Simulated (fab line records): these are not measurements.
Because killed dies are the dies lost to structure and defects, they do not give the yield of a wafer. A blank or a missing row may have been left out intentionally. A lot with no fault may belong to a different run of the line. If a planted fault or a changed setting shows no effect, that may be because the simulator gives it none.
Matching of chambers ; flow nandHarc ; rieDiel-08 running NHARC_P_BONDPAD_ACTIVATE_29: 4 sister chambers
The step chemistry N2, time 60 s. 14 wafers are shown with their chamber, then 7 later ones without.

## WAFERS PAIRED WITH THEIR CHAMBERS
wafer;chamber;drypumpMotorCurrentA (A);showerheadPlenumPTorr (Torr);oesProductAu (a.u.)
L078.1;3;6.4;1.75;0.997
L078.2;1;6.4;1.69;1.003
L078.6;0;5.7;1.76;0.998
L075.2;1;6.4;1.69;1.005
L075.4;3;6.4;1.75;0.998
L075.6;2;6.3;1.76;0.990
L082.1;3;6.3;1.74;1.000
L082.3;1;6.5;1.69;0.993
L082.6;2;6.3;1.75;0.993
L083.1;1;6.5;1.69;0.998
L083.3;0;5.7;1.76;0.994
L083.5;2;6.3;1.75;0.992
L089.1;3;6.4;1.74;0.999
L089.5;1;6.4;1.68;0.995

SIGNATURES (means of the wafers above)
reading;chamber 0;chamber 1;chamber 2;chamber 3;scatter within a chamber
drypumpMotorCurrentA;5.700;6.440;6.300;6.375;0.0442
showerheadPlenumPTorr;1.7600;1.6880;1.7533;1.7450;0.00497
oesProductAu;0.99600;0.99880;0.99167;0.99850;0.0035
Rule: for each reading, subtract the chamber's mean from the wafer's reading, divide by that reading's scatter and square the result; add these up over the readings and take the root, which gives the wafer's distance from the chamber. The wafer belongs to the nearest chamber; if the next one is less than 2 further off, it can't be placed. How the scatter is found: for the shown wafers, subtract from each reading the mean of its chamber, square and add these, divide the total by (wafers less chambers), then take the root.

## WAFERS WITHOUT THEIR CHAMBER
wafer;drypumpMotorCurrentA (A);showerheadPlenumPTorr (Torr);oesProductAu (a.u.)
L089.6;5.7;1.75;0.997
L091.3;6.3;1.75;0.976
L091.5;6.4;1.68;0.997
L091.6;5.7;1.75;0.996
L097.1;5.7;1.75;0.997
L097.2;6.4;1.73;1.006
L097.3;6.5;1.67;0.999

## WHICH CHAMBER EACH ONE RAN IN
wafer;from the rows above;in truth
L089.6;0;0
L091.3;2;2
L091.5;1;1
L091.6;0;0
L097.1;0;0
L097.2;3;3
L097.3;1;1
Placed correctly: 7 of 7. Can't be placed from these rows: 0. 0 placed wrongly.
